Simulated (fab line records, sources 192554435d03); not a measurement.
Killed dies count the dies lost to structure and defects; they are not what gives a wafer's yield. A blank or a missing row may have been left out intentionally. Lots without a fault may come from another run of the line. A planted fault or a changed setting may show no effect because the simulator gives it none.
fab line records	flow n5-finfet
record lots=11	wafers=31	last-day=20
route steps=1938 shown MIM_TOP@1836 MIM_TOP_ETCH@1852 MIM_BOT_LITHO@1858 PASSIVATION@1936
lots that met no fault: taken from a fault-free run of the same line
start-h: the number of hours between the record's first day and the start of the first shown wafer of the lot	wait-h: hours elapsed since this lot's preceding step	" same as the row above	L1.1+2: one row covering several wafers at once	- no value, or no start given	* or withheld: withheld	< > ~ a bound
route shown NAME@n: a module of which the file shows steps, and the number in the route of the first	usual: mean and standard deviation over wafers with no fault	same: alike in all rows	chamber/n: place in a boat	sites: each site's reading	_std_site: their standard deviation	_edge_site: mean of outer sites minus mean of inner sites	radius-mm: how far each site lies from the wafer's centre	mask NAME#n: copy n	behind: the most recent tool/chamber to have shaped the wafer	hold: why the lot was held/for how many hours/how that ended	device: the n, p or np transistor that did not switch	end of line: tests run on the same wafers once the route is complete	a step given without rows: its recipe and nothing more	killed: not the wafer's yield, but the dies lost to structure and defects at the first sort	map: shows each die of a wafer: x if killed, . if not, _ if none is there
set.NAME: the run value of the setting; set.NAME@STEP: its run value at that earlier step	model.NAME: the simulator's own value behind a step, which no gauge read
steps of the route over a sample of lots; a table a step, a row a wafer
services: from which hour (start-h, from the record's first day; less than 0 if before it) a tool's chamber was out of use, for how many hours, and why
## steps
# step N5_MIM_TOP_ALD_02
# recipe material=Al2O3	target-thk-a=*	temp-c=withheld	ald-precursor-family=TMA	ald-co-reactant=O3	pulse-time-s=withheld	purge-time-s=3	co-reactant-purge-time-s=withheld	co-reactant-pulse-time-s=3	ald-cycles=withheld
# usual precursor-pulse-height-rel=1.002/0.02
lot.wafer	tool	chamber	start-h	wait-h	precursor-pulse-height-rel
L874.2	ald-hk-02	0	-	-	1.040
L874.3	"	2	"	"	1.017
L874.5	"	3	"	"	1.036
L877.4	ald-hk-03	0	-	-	1.014
L877.5	"	1	"	"	0.997
L877.6	"	2	"	"	1.024
L878.1	ald-hk-01	0	-	-	0.983
L878.2	"	3	"	"	0.998
L878.6	"	2	"	"	1.022
L879.3	ald-hk-03	3	-	-	0.995
L879.5	"	0	"	"	0.979
L879.6	"	1	"	"	0.971
L881.2	ald-hk-01	0	-	-	1.013
L881.5	"	1	"	"	0.999
L881.6	"	0	"	"	1.012
L883.2	ald-hk-01	0	-	-	1.026
L883.5	"	3	"	"	0.990
L883.6	"	0	"	"	1.003
L887.2	ald-hk-01	0	-	-	1.007
L887.5	"	2	"	"	1.019
L887.6	"	1	"	"	1.019
L888.1	ald-hk-03	0	-	-	0.979
L888.6	"	1	"	"	1.027
L889.1	ald-hk-02	2	-	-	1.009
L889.6	"	3	"	"	1.009
L895.1	ald-hk-01	2	-	-	0.998
L895.4	"	1	"	"	0.971
L895.5	"	0	"	"	0.954
L896.1	ald-hk-02	0	-	-	1.003
L896.4	"	2	"	"	1.005
L896.6	"	0	"	"	1.018
# step N5_MIM_TOP_ETCH_STRIP_01
# recipe chemistry=O2	power-w=600	temp-c=60	pressure-mtorr=30	rf-frequency-hz=6e+07	bias-power-w=0	overash-fraction=0.5	o2-flow-sccm=225
# usual drypump-motor-current-A=5.4/0.47	oes-product-au=0.79/0.092	rf-vpp-V=3.6/1.4	showerhead-plenum-p-Torr=2.15/0.046	throttle-valve-pct=16.66/0.2
lot.wafer	tool	chamber	start-h	wait-h	drypump-motor-current-A	oes-product-au	rf-hours-counter-h	rf-vpp-V	showerhead-plenum-p-Torr	throttle-valve-pct
L874.2	rie-diel-01	2	304.39	0.1	4.9	0.73	187	4.7	2.09	16.93
L874.3	"	3	"	"	4.6	0.71	205	3.8	2.16	16.57
L874.5	"	2	"	"	4.9	0.73	-	5.4	2.09	16.92
L877.4	rie-diel-02	0	321.44	0.3	5.1	0.66	242	6.3	2.15	16.88
L877.5	"	3	"	"	5.5	0.76	-	3.3	2.19	16.44
L877.6	"	0	"	"	5.1	0.66	-	0.8	2.15	16.90
L878.1	rie-diel-02	0	323.52	0.1	5.1	0.65	242	1.8	2.15	16.84
L878.2	"	1	"	"	5.0	0.73	195	4.8	2.18	16.55
L878.6	"	3	"	"	5.5	0.78	-	2.2	2.19	16.47
L879.3	rie-diel-04	3	323.97	0.3	5.6	0.72	184	2.3	2.09	16.65
L879.5	"	1	"	"	6.1	0.90	-	9.7	2.23	16.39
L879.6	"	0	"	"	6.1	0.91	-	2.1	2.14	16.66
L881.2	rie-diel-01	2	331.20	0.1	5.0	0.73	196	2.4	2.09	16.95
L881.5	"	3	"	"	4.6	0.71	-	4.9	2.16	16.66
L881.6	"	0	"	"	5.5	0.72	-	5.1	2.17	16.59
L883.2	rie-diel-01	0	353.54	0.3	5.5	0.71	198	3.4	2.17	16.58
L883.5	"	1	"	"	5.8	0.88	-	3.5	2.14	16.58
L883.6	"	0	"	"	5.5	0.71	-	3.2	2.17	16.54
L887.2	rie-diel-02	1	383.53	0.1	5.1	0.70	213	3.6	2.17	16.61
L887.5	"	0	"	"	5.1	1.00	-	2.0	2.15	16.46
L887.6	"	1	"	"	5.0	0.71	-	7.0	2.17	16.57
L888.1	rie-diel-02	3	405.35	0.2	5.5	0.75	142	3.0	2.18	16.50
L888.6	"	1	"	"	5.1	0.70	-	5.5	2.17	16.59
L889.1	rie-diel-04	0	412.08	0.1	6.1	0.87	61	2.6	2.13	16.70
L889.6	"	1	"	"	6.1	0.84	-	2.5	2.22	16.42
L895.1	rie-diel-01	1	456.09	0.1	5.8	0.83	54	5.8	2.13	16.63
L895.4	"	0	"	"	5.5	0.69	227	4.1	2.16	16.65
L895.5	"	3	"	"	4.6	0.69	-	4.2	2.15	16.67
L896.1	rie-diel-02	3	469.04	0.2	5.5	0.73	163	2.2	2.17	16.53
L896.4	"	2	"	"	4.8	0.76	154	1.9	2.18	17.19
L896.6	"	3	"	"	5.5	0.72	-	2.2	2.17	16.58
# step N5_MIM_TOP_ETCH_PECVD_03
# recipe material=SiNx	target-thk-a=200	temp-c=400	precursor=SiH4/NH3/N2	pressure-torr=1.5	rf-w=300	time-s=17.6
# usual heater-power-w=741/83	showerhead-plenum-p-Torr=5.16/0.064	throttle-valve-pct=39.5/2.2
lot.wafer	tool	chamber	start-h	wait-h	heater-power-w	showerhead-plenum-p-Torr	throttle-valve-pct
L874.2	pecvd-01	1	304.46	-	786	5.14	40.5
L874.3	"	0	"	"	655	5.03	38.5
L874.5	"	1	"	"	775	5.16	40.4
L877.4	pecvd-04	1	321.52	-	845	5.27	37.3
L877.5	"	0	"	"	764	5.16	42.5
L877.6	"	2	"	"	714	5.20	38.5
L878.1	pecvd-04	1	323.59	-	848	5.28	37.3
L878.2	"	0	"	"	783	5.17	42.5
L878.6	"	0	"	"	769	5.15	42.5
L879.3	pecvd-04	2	324.03	-	779	5.19	38.9
L879.5	"	0	"	"	685	5.17	42.6
L879.6	"	1	"	"	806	5.28	37.5
L881.2	pecvd-01	1	331.26	-	838	5.15	40.3
L881.5	"	0	"	"	641	5.03	38.5
L881.6	"	2	"	"	759	5.20	36.8
L883.2	pecvd-01	0	353.61	-	647	5.03	38.6
L883.5	"	0	"	"	637	5.03	38.8
L883.6	"	1	"	"	705	5.16	40.2
L887.2	pecvd-01	0	383.61	-	704	5.04	38.7
L887.5	"	1	"	"	772	5.15	40.6
L887.6	"	0	"	"	576	5.03	38.6
L888.1	pecvd-02	0	405.41	-	623	5.16	43.9
L888.6	"	0	"	"	630	5.18	43.5
L889.1	pecvd-01	0	412.14	-	696	5.03	38.4
L889.6	"	0	"	"	719	5.03	38.6
L895.1	pecvd-01	1	456.15	-	745	5.15	40.6
L895.4	"	0	"	"	611	5.03	38.6
L895.5	"	2	"	"	861	5.19	37.1
L896.1	pecvd-01	2	469.10	-	874	5.19	37.2
L896.4	"	2	"	"	880	5.21	37.1
L896.6	"	0	"	"	600	5.03	38.6
# step N5_MIM_BOT_LITHO_EXPOSE_05
# recipe mask-id=MIM_BOT	na=0.55	source-shape=conventional	sigma-outer=0.8	polarization=unpolarized	dose-mj=24.25
lot.wafer	tool	chamber	start-h	wait-h	mask
L874.2+3+5	krf-scanner-01	0	304.64	-	MIM_BOT#0
L877.4+5+6	krf-scanner-01	0	321.82	-	MIM_BOT#0
L878.1+2+6	krf-scanner-01	0	323.77	-	MIM_BOT#0
L879.3+5+6	krf-scanner-02	0	324.35	-	MIM_BOT#0
L881.2+5+6	krf-scanner-01	0	331.58	-	MIM_BOT#0
L883.2+5+6	krf-scanner-02	0	353.92	-	MIM_BOT#0
L887.2+5+6	krf-scanner-02	0	383.94	-	MIM_BOT#0
L888.1+6	krf-scanner-01	0	405.74	-	MIM_BOT#0
L889.1+6	krf-scanner-01	0	412.32	-	MIM_BOT#0
L895.1+4+5	krf-scanner-02	0	456.46	-	MIM_BOT#0
L896.1+4+6	krf-scanner-01	0	469.40	-	MIM_BOT#0
# step N5_MIM_BOT_LITHO_CD_MEAS_08
# recipe target-cd-nm=3000	landing-energy-ev=500	detector=se-inlens	polarity=opening
# usual cd-nm=2999.7/1.5
lot.wafer	tool	chamber	start-h	wait-h	cd-nm
L874.2	cd-sem-01	0	304.81	-	2999.7
L874.3	"	0	"	"	3000.4
L874.5	"	0	"	"	3000.3
L877.4	cd-sem-03	0	321.99	-	3000.7
L877.5	"	0	"	"	2999.6
L877.6	"	0	"	"	3002.0
L878.1	cd-sem-03	0	323.94	-	3000.9
L878.2	"	0	"	"	2998.0
L878.6	"	0	"	"	2997.7
L879.3	cd-sem-01	0	324.52	-	2998.0
L879.5	"	0	"	"	2999.2
L879.6	"	0	"	"	2997.7
L881.2	cd-sem-01	0	331.75	-	3002.4
L881.5	"	0	"	"	3001.7
L881.6	"	0	"	"	3002.9
L883.2	cd-sem-02	0	354.09	-	2997.1
L883.5	"	0	"	"	2998.1
L883.6	"	0	"	"	2998.1
L887.2	cd-sem-01	0	384.11	-	2999.1
L887.5	"	0	"	"	2998.3
L887.6	"	0	"	"	3000.2
L888.1	cd-sem-01	0	405.91	-	3052.0
L888.6	"	0	"	"	2999.0
L889.1	cd-sem-02	0	412.50	-	3053.9
L889.6	"	0	"	"	3002.3
L895.1	cd-sem-02	0	456.63	-	2996.0
L895.4	"	0	"	"	2999.2
L895.5	"	0	"	"	2998.1
L896.1	cd-sem-03	0	469.58	-	3000.8
L896.4	"	0	"	"	3000.7
L896.6	"	0	"	"	2999.5
# step N5_PASSIVATION_PROBE_49
# usual defect-limited-yield=90.9/1.3	killed_at_M0_to_M3=36/11	killed_at_M4_up=13/5.1	killed-at-contacts=14/4.9	killed-at-front-end=41/10	killed-at-other=3.4/2.6	killed-dies=107/16	killed-open=70/11	killed-short=36/7.8	sort_bin_5_function=5.4/0.84	sort_bin_6_memory=3.4/0.67	sort_bin_8_speed=0.00/0.0099	sort-n-pass=1073/16	sort-yield-pct=90.9/1.3
# same gross-dies=1180	killed-at-back-side=0	sort_bin_4_leakage[%]=0
lot.wafer	tool	chamber	start-h	wait-h	defect-limited-yield[%]	killed_at_M0_to_M3	killed_at_M4_up	killed-at-contacts	killed-at-front-end	killed-at-other	killed-dies	killed-open	killed-short	sort_bin_5_function[%]	sort_bin_6_memory[%]	sort_bin_8_speed[%]	sort-n-pass	sort-yield-pct[%]
L888.6	prober-01	-	417.04	0.3	91.4	40	17	10	29	6	102	61	39	5.3	2.9	0	1078	91.4
# killed by level:class
L888.6 BEOL_M4:geometric-particle:open=12 BEOL_M2:geometric-particle:open=11 MOL_CONTACT_COAG:geometric-particle:open=7 BEOL_M0_SAQP:geometric-particle:open=7 BEOL_M0_SAQP:geometric-particle:short=6 BEOL_M1:geometric-particle:open=6 BEOL_M2:geometric-particle:short=5 STARTING-WAFER:geometric-particle:short=5
## services
tool	chamber	start-h	hours	kind
pecvd-04	-	289.99	14.6	pm
krf-scanner-02	-	290.76	1.3	pm
rie-diel-01	1	291.76	3.0	repair
rie-diel-02	2	294.86	20.4	repair
ald-hk-01	-	297.37	14.6	pm
pecvd-04	-	309.82	0.5	repair
krf-scanner-01	-	310.03	1.0	pm
ald-hk-01	-	329.73	2.8	pm
ald-hk-01	-	334.33	1.2	repair
rie-diel-01	3	342.61	28.4	repair
rie-diel-01	-	343.93	0.2	repair
rie-diel-02	3	351.99	7.2	repair
krf-scanner-01	-	367.23	1.3	pm
pecvd-01	2	373.13	10.6	repair
krf-scanner-02	-	393.68	4.0	pm
rie-diel-02	2	407.57	1.4	repair
rie-diel-01	-	413.97	2.1	repair
krf-scanner-01	-	420.47	0.8	pm
krf-scanner-01	-	425.81	4.0	pm
pecvd-01	-	428.03	6.0	pm
krf-scanner-02	-	436.09	0.1	repair
ald-hk-01	-	440.17	8.7	pm
krf-scanner-02	-	447.33	1.0	pm
krf-scanner-02	-	466.66	1.3	pm
## key
first-sign step=N5_MIM_BOT_LITHO_CD_MEAS_08	reading=cd-nm	direction=up	sigmas=35	usual=2999.7	struck=3052.9
effect none on later readings
met-at N5_MIM_BOT_LITHO_EXPOSE_05
struck-lots L888,L889
struck-wafers L888.1,L889.1
not-acting-at N5_MIM_TOP_ALD_02,N5_MIM_TOP_ETCH_STRIP_01,N5_MIM_TOP_ETCH_PECVD_03
onset-between 331.58 405.74
fault kind=process-parameter-drift	tool=krf-scanner-01	chamber=-	onset-h=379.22	steps=N5_MIM_BOT_LITHO_EXPOSE_05	channel=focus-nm	offset=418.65	shape=step	end-h=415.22	scope=struck-wafers-only
